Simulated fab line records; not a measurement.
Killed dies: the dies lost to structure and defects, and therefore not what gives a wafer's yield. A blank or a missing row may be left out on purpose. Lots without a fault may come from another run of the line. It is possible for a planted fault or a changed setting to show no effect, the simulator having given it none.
fab line records	flow nand-harc
[record] lots = 24	wafers = 72	last-day = 33
route steps=1302 shown P_GATE@170 P_CONTACT@234 P_M0@275
lots that met no fault: from a run of the same line without faults
start-h: start of the lot's first displayed wafer, in hours after the record's first day	wait-h: hours elapsed since this lot's preceding step	" as in the row above	L1.1+2: several wafers, shown together as one row	- no value present, or no start provided	* or withheld: withheld	< > ~ a bound
route shown NAME@n: names a module that has steps shown in the file, with the first one's number in the route	usual: average and standard deviation across the fault-free wafers	same: alike in all rows	chamber/n: place in a boat	sites: the reading at each site	_std_site: standard deviation of those values	_edge_site: mean of outer sites minus mean of inner sites	radius-mm: for every site, how far away it sits from the centre of the wafer	mask NAME#n: copy n	behind: the tool/chamber that last shaped the wafer	hold: cause of the lot's hold/its duration in hours/its outcome	device: whichever transistor did not switch (one of n, p or np)	end of line: tests run on the same wafers once the route is complete	for a step that has no rows: nothing shown but its recipe	killed: dies lost to structure and defects at the first sort, not the wafer's yield	map: dies across one wafer; x = killed, . = not, _ = none there
set.NAME: setting as actually run; set.NAME@STEP: the setting as run at that earlier step	model.NAME: the simulator's own value behind a step, which no gauge read
steps of the route over a sample of lots; a table a step, a row a wafer
services: from which hour (start-h, from the record's first day; less than 0 if before it) a tool's chamber was out of use, for how many hours, and why
[[steps]]
[step NHARC_P_GATE_CD_MEAS_46]
[recipe] target-cd-nm = 720	landing-energy-ev = 500
[usual] cd-nm = 720/3.2
lot.wafer	tool	chamber	start-h	wait-h	cd-nm
L074.2	cd-sem-02	0	106.68	-	718
L074.3	"	0	"	"	718
L074.6	"	0	"	"	717
L075.3	cd-sem-01	0	114.21	-	724
L075.4	"	0	"	"	723
L075.6	"	0	"	"	721
L076.1	cd-sem-01	0	130.63	-	717
L076.5	"	0	"	"	720
L076.6	"	0	"	"	718
L077.1	cd-sem-03	0	136.61	-	719
L077.4	"	0	"	"	719
L077.5	"	0	"	"	714
L079.1	cd-sem-01	0	159.14	-	724
L079.4	"	0	"	"	722
L079.6	"	0	"	"	726
L078.1	cd-sem-01	0	159.59	-	715
L078.3	"	0	"	"	715
L078.5	"	0	"	"	717
L080.1	cd-sem-03	0	177.71	-	722
L080.2	"	0	"	"	726
L080.5	"	0	"	"	722
L081.1	cd-sem-03	0	188.68	-	720
L081.4	"	0	"	"	722
L081.6	"	0	"	"	723
L082.1	cd-sem-01	0	188.89	-	724
L082.3	"	0	"	"	722
L082.6	"	0	"	"	720
L083.2	cd-sem-03	0	207.70	-	716
L083.3	"	0	"	"	715
L083.4	"	0	"	"	716
L084.1	cd-sem-03	0	215.51	-	717
L084.2	"	0	"	"	715
L084.6	"	0	"	"	718
L085.3	cd-sem-01	0	221.78	-	717
L085.4	"	0	"	"	716
L085.5	"	0	"	"	720
L086.4	cd-sem-01	0	227.78	-	724
L086.5	"	0	"	"	721
L086.6	"	0	"	"	725
L087.1	cd-sem-03	0	234.28	-	720
L087.5	"	0	"	"	717
L087.6	"	0	"	"	724
L088.1	cd-sem-02	0	252.85	-	715
L088.4	"	0	"	"	715
L088.6	"	0	"	"	713
L089.2	cd-sem-02	0	256.26	-	721
L089.5	"	0	"	"	721
L089.6	"	0	"	"	722
L090.1	cd-sem-03	0	277.04	-	718
L090.4	"	0	"	"	718
L090.5	"	0	"	"	718
L091.1	cd-sem-03	0	279.07	-	716
L091.3	"	0	"	"	717
L091.4	"	0	"	"	716
L092.2	cd-sem-02	0	295.35	-	724
L092.3	"	0	"	"	725
L092.4	"	0	"	"	725
L093.2	cd-sem-03	0	295.78	-	715
L093.4	"	0	"	"	718
L093.6	"	0	"	"	714
L094.1	cd-sem-02	0	310.08	-	718
L094.4	"	0	"	"	718
L094.6	"	0	"	"	715
L095.2	cd-sem-01	0	329.31	-	724
L095.5	"	0	"	"	722
L095.6	"	0	"	"	721
L096.1	cd-sem-02	0	340.40	-	723
L096.3	"	0	"	"	723
L096.6	"	0	"	"	720
L097.1	cd-sem-03	0	342.79	-	723
L097.2	"	0	"	"	719
L097.3	"	0	"	"	723
[step NHARC_P_GATE_STRIP_111]
[recipe] power-w = 1500	temp-c = 110	time-s = 250	chemistry = N2/H2
[usual] drypump-motor-current-A = 6.0/0.32	heater-power-w = 93/7.8
lot.wafer	tool	chamber	start-h	wait-h	drypump-motor-current-A	heater-power-w	rf-hours-counter-h
L074.2	plasma-asher-01	1	107.21	0.2	5.7	97	24
L074.3	"	1	"	"	5.7	97	-
L074.6	"	0	"	"	6.0	89	-
L075.3	plasma-asher-01	1	114.83	0.2	5.7	99	-
L075.4	"	0	"	"	6.0	87	-
L075.6	"	1	"	"	5.7	98	-
L076.1	plasma-asher-02	1	131.20	0.2	6.5	81	12
L076.6	"	0	"	"	5.7	105	-
L076.5	"	1	"	"	6.5	82	-
L077.1	plasma-asher-01	1	137.14	0.2	5.7	100	29
L077.4	"	0	"	"	6.1	86	-
L077.5	"	1	"	"	5.8	99	-
L079.1	plasma-asher-02	0	159.73	0.2	5.7	102	16
L079.4	"	1	"	"	6.6	82	-
L079.6	"	1	"	"	6.5	82	-
L078.1	plasma-asher-01	1	160.12	0.2	5.7	98	32
L078.3	"	0	"	"	6.0	86	-
L078.5	"	1	"	"	5.8	97	-
L080.1	plasma-asher-01	1	178.23	0.2	5.7	99	0
L080.2	"	0	"	"	6.1	87	0
L080.5	"	0	"	"	6.0	88	-
L081.1	plasma-asher-01	0	189.26	0.2	6.0	86	3
L081.4	"	1	"	"	5.7	97	-
L081.6	"	1	"	"	5.8	100	-
L082.1	plasma-asher-02	0	189.60	0.4	5.7	100	23
L082.3	"	1	"	"	6.5	81	-
L082.6	"	0	"	"	5.6	101	-
L083.2	plasma-asher-02	1	208.23	0.2	6.6	82	26
L083.3	"	1	"	"	6.5	81	-
L083.4	"	0	"	"	5.7	103	-
L084.1	plasma-asher-01	1	216.04	0.2	5.8	97	9
L084.2	"	0	"	"	6.0	90	9
L084.6	"	0	"	"	6.0	87	-
L085.4	plasma-asher-02	1	222.40	0.2	6.6	83	-
L085.3	"	0	"	"	5.6	99	-
L085.5	"	0	"	"	5.7	103	-
L086.4	plasma-asher-02	1	228.46	0.3	6.5	82	-
L086.5	"	0	"	"	5.7	101	-
L086.6	"	1	"	"	6.6	82	-
L087.1	plasma-asher-01	1	234.87	0.2	5.8	97	13
L087.5	"	1	"	"	5.8	98	-
L087.6	"	0	"	"	6.0	86	-
L088.1	plasma-asher-01	0	253.37	0.2	6.0	90	17
L088.4	"	0	"	"	6.0	91	-
L088.6	"	0	"	"	6.0	88	-
L089.2	plasma-asher-01	0	256.78	0.2	6.0	87	18
L089.5	"	0	"	"	6.0	87	-
L089.6	"	1	"	"	5.8	96	-
L090.1	plasma-asher-02	1	277.56	0.2	6.5	85	3
L090.4	"	1	"	"	6.5	87	-
L090.5	"	0	"	"	5.7	107	-
L091.1	plasma-asher-01	0	279.65	0.2	6.0	89	23
L091.3	"	1	"	"	5.8	96	-
L091.4	"	0	"	"	6.0	89	-
L092.2	plasma-asher-01	1	295.90	0.2	5.8	98	26
L092.4	"	1	"	"	5.7	98	-
L092.3	"	0	"	"	6.1	87	-
L093.2	plasma-asher-02	1	296.31	0.2	6.5	89	7
L093.4	"	1	"	"	6.5	89	-
L093.6	"	0	"	"	5.6	109	-
L094.1	plasma-asher-02	0	310.66	0.2	5.6	106	11
L094.4	"	0	"	"	5.7	104	-
L094.6	"	0	"	"	5.7	107	-
L095.2	plasma-asher-01	1	329.83	0.2	5.7	96	32
L095.6	"	1	"	"	5.7	98	-
L095.5	"	0	"	"	6.1	87	-
L096.1	plasma-asher-01	1	340.93	0.2	5.7	97	34
L096.3	"	0	"	"	6.0	88	-
L096.6	"	0	"	"	6.0	87	-
L097.2	plasma-asher-02	1	343.32	0.2	6.5	87	17
L097.1	"	0	"	"	5.6	106	17
L097.3	"	0	"	"	5.7	106	-
[step NHARC_P_CONTACT_INSPECT_14]
[usual] raw-defect-count = 4.4/2.5
lot.wafer	tool	chamber	start-h	wait-h	raw-defect-count
L074.2	defect-inspect-02	-	114.84	0.0	6
L074.3	"	-	"	"	2
L074.6	"	-	"	"	9
L075.3	defect-inspect-01	-	122.36	0.0	4
L075.4	"	-	"	"	3
L075.6	"	-	"	"	2
L076.1	defect-inspect-02	-	138.82	0.0	1
L076.5	"	-	"	"	7
L076.6	"	-	"	"	6
L077.1	defect-inspect-02	-	144.89	0.0	3
L077.4	"	-	"	"	8
L077.5	"	-	"	"	6
L079.1	defect-inspect-02	-	167.44	0.0	4
L079.4	"	-	"	"	1
L079.6	"	-	"	"	3
L078.1	defect-inspect-02	-	167.91	0.0	4
L078.3	"	-	"	"	3
L078.5	"	-	"	"	5
L080.1	defect-inspect-02	-	185.98	0.0	2
L080.2	"	-	"	"	6
L080.5	"	-	"	"	0
L081.1	defect-inspect-02	-	196.87	0.0	3
L081.4	"	-	"	"	5
L081.6	"	-	"	"	4
L082.1	defect-inspect-01	-	197.29	0.0	2
L082.3	"	-	"	"	3
L082.6	"	-	"	"	1
L083.2	defect-inspect-01	-	216.12	0.0	10
L083.3	"	-	"	"	7
L083.4	"	-	"	"	6
L084.1	defect-inspect-01	-	223.66	0.0	3
L084.2	"	-	"	"	6
L084.6	"	-	"	"	4
L085.3	defect-inspect-02	-	229.83	0.0	4
L085.4	"	-	"	"	6
L085.5	"	-	"	"	8
L086.4	defect-inspect-02	-	236.10	0.0	7
L086.5	"	-	"	"	4
L086.6	"	-	"	"	2
L087.1	defect-inspect-01	-	242.49	0.0	2
L087.5	"	-	"	"	5
L087.6	"	-	"	"	2
L088.1	defect-inspect-02	-	261.42	0.0	5
L088.4	"	-	"	"	5
L088.6	"	-	"	"	4
L089.2	defect-inspect-01	-	264.41	0.0	13
L089.5	"	-	"	"	6
L089.6	"	-	"	"	8
L090.1	defect-inspect-02	-	285.30	0.0	3
L090.4	"	-	"	"	2
L090.5	"	-	"	"	4
L091.1	defect-inspect-02	-	287.35	0.0	4
L091.3	"	-	"	"	2
L091.4	"	-	"	"	4
L092.2	defect-inspect-02	-	303.69	0.0	1
L092.3	"	-	"	"	8
L092.4	"	-	"	"	1
L093.2	defect-inspect-02	-	303.99	0.0	3
L093.4	"	-	"	"	6
L093.6	"	-	"	"	2
L094.1	defect-inspect-01	-	318.22	0.0	7
L094.4	"	-	"	"	7
L094.6	"	-	"	"	8
L095.2	defect-inspect-01	-	337.70	0.0	5
L095.5	"	-	"	"	3
L095.6	"	-	"	"	7
L096.1	defect-inspect-01	-	348.89	0.0	6
L096.3	"	-	"	"	2
L096.6	"	-	"	"	4
L097.1	defect-inspect-02	-	351.97	0.0	3
L097.2	"	-	"	"	5
L097.3	"	-	"	"	4
[step NHARC_P_CONTACT_STRIP_28]
[recipe] o2-flow-sccm = 500	ar-flow-sccm = 0	bias-w = 0	chemistry = O2
[usual] drypump-motor-current-A = 5.8/0.54	oes-product-au = 1.002/0.013	rf-vpp-V = 57.8/0.86	showerhead-plenum-p-Torr = 3.54/0.13	throttle-valve-pct = 17.038/0.0083
lot.wafer	tool	chamber	start-h	wait-h	drypump-motor-current-A	oes-product-au	rf-hours-counter-h	rf-vpp-V	showerhead-plenum-p-Torr	throttle-valve-pct
L074.2	rie-diel-05	0	115.87	0.1	6.0	0.994	2.1	58.1	3.62	17.020
L074.3	"	1	"	"	6.0	1.015	2.1	58.0	3.70	17.028
L074.6	"	3	"	"	6.4	1.029	-	57.9	3.60	17.046
L075.3	rie-diel-12	0	123.39	0.1	5.9	1.001	0.3	57.2	3.45	17.051
L075.4	"	1	"	"	5.8	0.993	0.3	57.5	3.74	17.043
L075.6	"	2	"	"	5.9	1.011	-	57.1	3.68	17.030
L076.1	rie-diel-12	3	139.83	0.1	5.6	0.999	0.7	59.0	3.58	17.045
L076.5	"	3	"	"	5.6	0.988	-	57.1	3.58	17.039
L076.6	"	2	"	"	5.9	0.999	-	57.5	3.68	17.047
L077.4	rie-diel-01	2	145.92	0.1	5.7	1.005	4.2	58.1	3.31	17.035
L077.1	"	3	"	"	6.3	1.023	4.3	59.0	3.62	17.047
L077.5	"	0	"	"	4.8	1.016	-	55.4	3.53	17.042
L079.1	rie-diel-01	1	168.48	0.1	6.3	0.980	4.1	56.8	3.63	17.054
L079.4	"	2	"	"	5.6	0.988	4.6	56.9	3.31	17.025
L079.6	"	3	"	"	6.3	1.003	-	59.3	3.62	17.043
L078.1	rie-diel-05	2	168.94	0.1	5.4	1.008	4.9	57.7	3.50	17.058
L078.3	"	0	"	"	6.0	0.998	5.4	58.0	3.62	17.036
L078.5	"	2	"	"	5.4	1.012	-	56.6	3.50	17.028
L080.2	rie-diel-01	3	187.01	0.1	6.3	0.998	5.0	57.5	3.62	17.041
L080.1	"	1	"	"	6.3	0.983	4.5	57.3	3.63	17.036
L080.5	"	2	"	"	5.6	0.991	-	57.3	3.31	17.037
L081.1	rie-diel-01	1	197.88	0.1	6.3	0.990	4.6	58.9	3.63	17.034
L081.4	"	0	"	"	4.8	1.021	5.0	57.8	3.53	17.027
L081.6	"	2	"	"	5.7	0.998	-	56.7	3.31	17.030
L082.1	rie-diel-01	1	198.33	0.1	6.3	0.982	4.7	57.4	3.63	17.042
L082.3	"	2	"	"	5.7	0.990	5.3	57.7	3.31	17.019
L082.6	"	0	"	"	4.8	1.033	-	59.4	3.53	17.033
L083.4	rie-diel-01	0	217.14	0.1	4.8	1.006	0.0	56.6	3.53	17.030
L083.2	"	1	"	"	6.4	1.006	0.0	58.0	3.63	17.041
L083.3	"	2	"	"	5.7	0.987	0.0	56.7	3.31	17.049
L084.1	rie-diel-01	2	224.68	0.1	5.7	0.981	0.2	59.3	3.31	17.044
L084.2	"	3	"	"	6.3	1.020	0.2	58.5	3.62	17.035
L084.6	"	1	"	"	6.4	1.012	-	56.5	3.63	17.049
L085.3	rie-diel-12	1	230.83	0.1	5.8	0.997	3.5	58.9	3.74	17.053
L085.4	"	2	"	"	5.9	1.021	4.0	58.9	3.68	17.045
L085.5	"	1	"	"	5.8	1.002	-	57.5	3.74	17.042
L086.4	rie-diel-12	1	237.62	0.1	5.8	0.990	3.6	58.4	3.74	17.036
L086.5	"	3	"	"	5.6	1.006	-	57.2	3.58	17.042
L086.6	"	0	"	"	6.0	1.016	-	57.5	3.44	17.030
L087.1	rie-diel-01	0	243.51	0.1	4.8	0.983	0.9	57.1	3.53	17.033
L087.5	"	3	"	"	6.3	1.013	-	58.8	3.62	17.051
L087.6	"	0	"	"	4.8	0.985	-	57.9	3.53	17.017
L088.4	rie-diel-01	3	262.44	0.1	6.3	1.023	1.2	57.0	3.62	17.036
L088.1	"	1	"	"	6.3	0.989	1.3	57.2	3.63	17.034
L088.6	"	2	"	"	5.7	0.988	-	56.9	3.31	17.054
L089.2	rie-diel-01	2	265.59	0.1	5.6	0.989	1.2	58.0	3.31	17.054
L089.5	"	0	"	"	4.7	0.986	-	58.0	3.53	17.025
L089.6	"	1	"	"	6.3	1.010	-	57.5	3.63	17.037
L090.4	rie-diel-01	2	286.36	0.1	5.7	1.002	1.5	58.1	3.31	17.032
L090.1	"	0	"	"	4.8	0.991	1.9	57.4	3.53	17.030
L090.5	"	3	"	"	6.3	1.013	-	58.0	3.62	17.044
L091.3	rie-diel-01	2	288.83	0.1	5.7	1.010	1.6	56.9	3.31	17.031
L091.4	"	0	"	"	4.8	0.994	1.9	58.1	3.53	17.050
L091.1	"	1	"	"	6.3	0.986	1.8	57.6	3.63	17.034
L092.2	rie-diel-01	3	304.71	0.1	6.3	1.029	2.1	58.6	3.62	17.040
L092.4	"	0	"	"	4.8	1.000	2.0	58.2	3.53	17.030
L092.3	"	1	"	"	6.3	0.991	1.8	57.8	3.63	17.030
L093.2	rie-diel-01	3	305.02	0.1	6.4	1.020	2.1	57.7	3.62	17.053
L093.4	"	0	"	"	4.8	0.989	2.0	59.0	3.53	17.051
L093.6	"	2	"	"	5.7	0.991	-	56.8	3.31	17.038
L094.1	rie-diel-01	1	319.22	0.1	6.3	0.988	2.0	59.0	3.63	17.039
L094.4	"	0	"	"	4.8	0.991	2.2	57.4	3.53	17.035
L094.6	"	1	"	"	6.3	0.997	-	57.6	3.63	17.025
L095.2	rie-diel-12	0	338.73	0.1	6.0	0.982	2.0	57.5	3.44	17.049
L095.6	"	2	"	"	5.9	1.020	-	59.4	3.68	17.036
L095.5	"	3	"	"	5.6	0.995	-	59.6	3.57	17.040
L096.3	rie-diel-01	0	350.04	0.1	4.8	0.986	3.0	57.7	3.53	17.038
L096.1	"	2	"	"	5.6	0.997	3.1	56.0	3.31	17.027
L096.6	"	0	"	"	4.7	0.979	-	56.9	3.53	17.037
L097.1	rie-diel-01	2	353.14	0.1	5.7	0.998	3.1	58.2	3.31	17.043
L097.2	"	3	"	"	6.3	1.009	3.3	58.2	3.62	17.028
L097.3	"	1	"	"	6.3	1.014	2.7	57.6	3.63	17.042
[step NHARC_P_CONTACT_INSPECT_27]
[usual] raw-defect-count = 287/130
lot.wafer	tool	chamber	start-h	wait-h	raw-defect-count
L074.2	defect-inspect-01	-	117.99	0.1	276
L074.3	"	-	"	"	251
L074.6	"	-	"	"	299
L075.3	defect-inspect-01	-	125.48	0.1	276
L075.4	"	-	"	"	545
L075.6	"	-	"	"	459
L076.1	defect-inspect-01	-	141.99	0.1	318
L076.5	"	-	"	"	212
L076.6	"	-	"	"	214
L077.1	defect-inspect-01	-	148.02	0.1	215
L077.4	"	-	"	"	219
L077.5	"	-	"	"	199
L079.1	defect-inspect-01	-	170.61	0.1	388
L079.4	"	-	"	"	417
L079.6	"	-	"	"	523
L078.1	defect-inspect-02	-	171.10	0.1	140
L078.3	"	-	"	"	174
L078.5	"	-	"	"	278
L080.1	defect-inspect-01	-	189.17	0.1	138
L080.2	"	-	"	"	428
L080.5	"	-	"	"	172
L081.1	defect-inspect-01	-	200.01	0.1	238
L081.4	"	-	"	"	238
L081.6	"	-	"	"	311
L082.1	defect-inspect-01	-	200.43	0.1	451
L082.3	"	-	"	"	361
L082.6	"	-	"	"	579
L083.2	defect-inspect-02	-	219.25	0.1	239
L083.3	"	-	"	"	227
L083.4	"	-	"	"	589
L084.1	defect-inspect-01	-	226.93	0.1	248
L084.2	"	-	"	"	224
L084.6	"	-	"	"	296
L085.3	defect-inspect-02	-	232.96	0.1	305
L085.4	"	-	"	"	369
L085.5	"	-	"	"	204
L086.4	defect-inspect-01	-	239.76	0.1	218
L086.5	"	-	"	"	239
L086.6	"	-	"	"	509
L087.1	defect-inspect-02	-	245.68	0.1	448
L087.5	"	-	"	"	302
L087.6	"	-	"	"	247
L088.1	defect-inspect-01	-	264.57	0.1	219
L088.4	"	-	"	"	234
L088.6	"	-	"	"	222
L089.2	defect-inspect-01	-	267.70	0.1	501
L089.5	"	-	"	"	443
L089.6	"	-	"	"	502
L090.1	defect-inspect-02	-	288.49	0.1	228
L090.4	"	-	"	"	254
L090.5	"	-	"	"	159
L091.1	defect-inspect-02	-	290.96	0.1	395
L091.3	"	-	"	"	202
L091.4	"	-	"	"	314
L092.2	defect-inspect-02	-	306.84	0.1	251
L092.3	"	-	"	"	148
L092.4	"	-	"	"	266
L093.2	defect-inspect-02	-	307.12	0.1	93
L093.4	"	-	"	"	179
L093.6	"	-	"	"	128
L094.1	defect-inspect-01	-	321.36	0.1	374
L094.4	"	-	"	"	166
L094.6	"	-	"	"	210
L095.2	defect-inspect-01	-	340.83	0.1	258
L095.5	"	-	"	"	325
L095.6	"	-	"	"	240
L096.1	defect-inspect-01	-	352.20	0.1	175
L096.3	"	-	"	"	265
L096.6	"	-	"	"	131
L097.1	defect-inspect-02	-	355.27	0.1	215
L097.2	"	-	"	"	188
L097.3	"	-	"	"	97
[step NHARC_P_M0_PVD_21]
[recipe] target-thk-a = 300	chamber-pressure-pa = 5	power-w = 5000	substrate-temp-c = 30	time-s = 20.49	material = Cu
[usual] substrate-temp-c = 30.00/0.12	throttle-valve-pct = 30.2/1
lot.wafer	tool	chamber	start-h	wait-h	substrate-temp-c	throttle-valve-pct
L074.2	pvd-sputter-02	-	-	-	29.93	29.1
L074.3	"	-	"	"	30.09	30.5
L074.6	"	-	"	"	30.02	31.4
L075.4	pvd-sputter-02	-	-	-	30.02	31.7
L075.3	"	-	"	"	30.15	30.6
L075.6	"	-	"	"	30.02	29.5
L076.1	pvd-sputter-03	-	-	-	30.15	30.1
L076.6	"	-	"	"	29.79	29.1
L076.5	"	-	"	"	30.07	29.6
L077.1	pvd-sputter-03	-	-	-	29.78	30.5
L077.4	"	-	"	"	29.80	28.9
L077.5	"	-	"	"	29.91	30.5
L079.1	pvd-sputter-02	-	-	-	30.04	29.2
L079.4	"	-	"	"	29.92	30.7
L079.6	"	-	"	"	29.98	29.2
L078.1	pvd-sputter-02	-	-	-	29.79	30.8
L078.3	"	-	"	"	30.08	29.4
L078.5	"	-	"	"	29.90	30.7
L080.2	pvd-sputter-01	-	-	-	30.10	31.2
L080.1	"	-	"	"	29.96	28.9
L080.5	"	-	"	"	30.16	31.3
L081.4	pvd-sputter-01	-	-	-	30.07	31.5
L081.1	"	-	"	"	30.03	31.1
L081.6	"	-	"	"	30.15	29.2
L082.1	pvd-sputter-02	-	-	-	29.78	31.6
L082.3	"	-	"	"	29.79	29.3
L082.6	"	-	"	"	29.94	31.6
L083.3	pvd-sputter-01	-	-	-	29.73	31.1
L083.4	"	-	"	"	30.08	29.3
L083.2	"	-	"	"	29.92	31.5
L084.2	pvd-sputter-02	-	-	-	29.88	30.7
L084.1	"	-	"	"	30.28	31.7
L084.6	"	-	"	"	29.96	30.6
L085.4	pvd-sputter-02	-	-	-	29.92	29.4
L085.3	"	-	"	"	29.90	31.5
L085.5	"	-	"	"	30.08	29.4
L086.4	pvd-sputter-03	-	-	-	30.10	30.1
L086.6	"	-	"	"	30.02	30.1
L086.5	"	-	"	"	30.03	30.3
L087.1	pvd-sputter-03	-	-	-	30.08	30.6
L087.5	"	-	"	"	30.14	29.1
L087.6	"	-	"	"	30.07	30.0
L088.4	pvd-sputter-01	-	-	-	29.87	30.8
L088.1	"	-	"	"	29.92	28.5
L088.6	"	-	"	"	29.92	31.2
L089.2	pvd-sputter-02	-	-	-	30.09	29.4
L089.6	"	-	"	"	30.05	30.8
L089.5	"	-	"	"	29.98	31.9
L090.4	pvd-sputter-03	-	-	-	30.03	29.3
L090.1	"	-	"	"	30.09	30.2
L090.5	"	-	"	"	30.02	31.4
L091.1	pvd-sputter-03	-	-	-	29.95	30.2
L091.3	"	-	"	"	30.08	30.4
L091.4	"	-	"	"	30.04	31.6
L092.2	pvd-sputter-02	-	-	-	30.00	31.0
L092.4	"	-	"	"	29.82	28.9
L092.3	"	-	"	"	30.16	30.0
L093.2	pvd-sputter-01	-	-	-	29.86	28.7
L093.4	"	-	"	"	30.01	30.7
L093.6	"	-	"	"	30.26	31.4
L094.1	pvd-sputter-03	-	-	-	30.09	30.3
L094.4	"	-	"	"	29.77	30.3
L094.6	"	-	"	"	29.88	30.4
L095.2	pvd-sputter-01	-	-	-	30.21	28.4
L095.6	"	-	"	"	29.88	30.6
L095.5	"	-	"	"	30.18	28.6
L096.3	pvd-sputter-01	-	-	-	29.86	30.7
L096.1	"	-	"	"	29.86	29.8
L096.6	"	-	"	"	30.08	28.4
L097.3	pvd-sputter-01	-	-	-	30.03	30.9
L097.2	"	-	"	"	29.99	28.9
L097.1	"	-	"	"	29.91	31.3
[[services]]
tool	chamber	start-h	hours	kind
pvd-sputter-03	-	86.68	7.3	repair
rie-diel-12	-	91.46	9.0	pm
pvd-sputter-02	-	108.88	10.0	pm
rie-diel-01	0	120.19	11.0	repair
rie-diel-01	1	155.12	3.3	repair
rie-diel-01	3	155.19	8.8	repair
plasma-asher-01	-	165.00	9.0	pm
pvd-sputter-03	-	170.00	10.0	pm
pvd-sputter-01	-	172.94	7.0	repair
plasma-asher-01	-	175.65	0.8	repair
pvd-sputter-02	-	199.94	1.1	repair
rie-diel-01	-	203.80	9.0	pm
rie-diel-01	1	218.84	1.8	repair
pvd-sputter-01	-	226.00	10.0	pm
pvd-sputter-01	-	244.10	3.9	repair
plasma-asher-02	-	249.00	9.0	pm
pvd-sputter-02	-	286.88	10.0	pm
pvd-sputter-01	-	290.79	1.9	repair
rie-diel-01	1	294.43	9.7	repair
rie-diel-01	0	294.67	4.6	repair
pvd-sputter-01	-	321.17	6.8	repair
plasma-asher-01	-	342.00	9.0	pm
pvd-sputter-03	-	348.00	10.0	pm
plasma-asher-02	-	353.97	2.5	repair
[[key]]
fault none
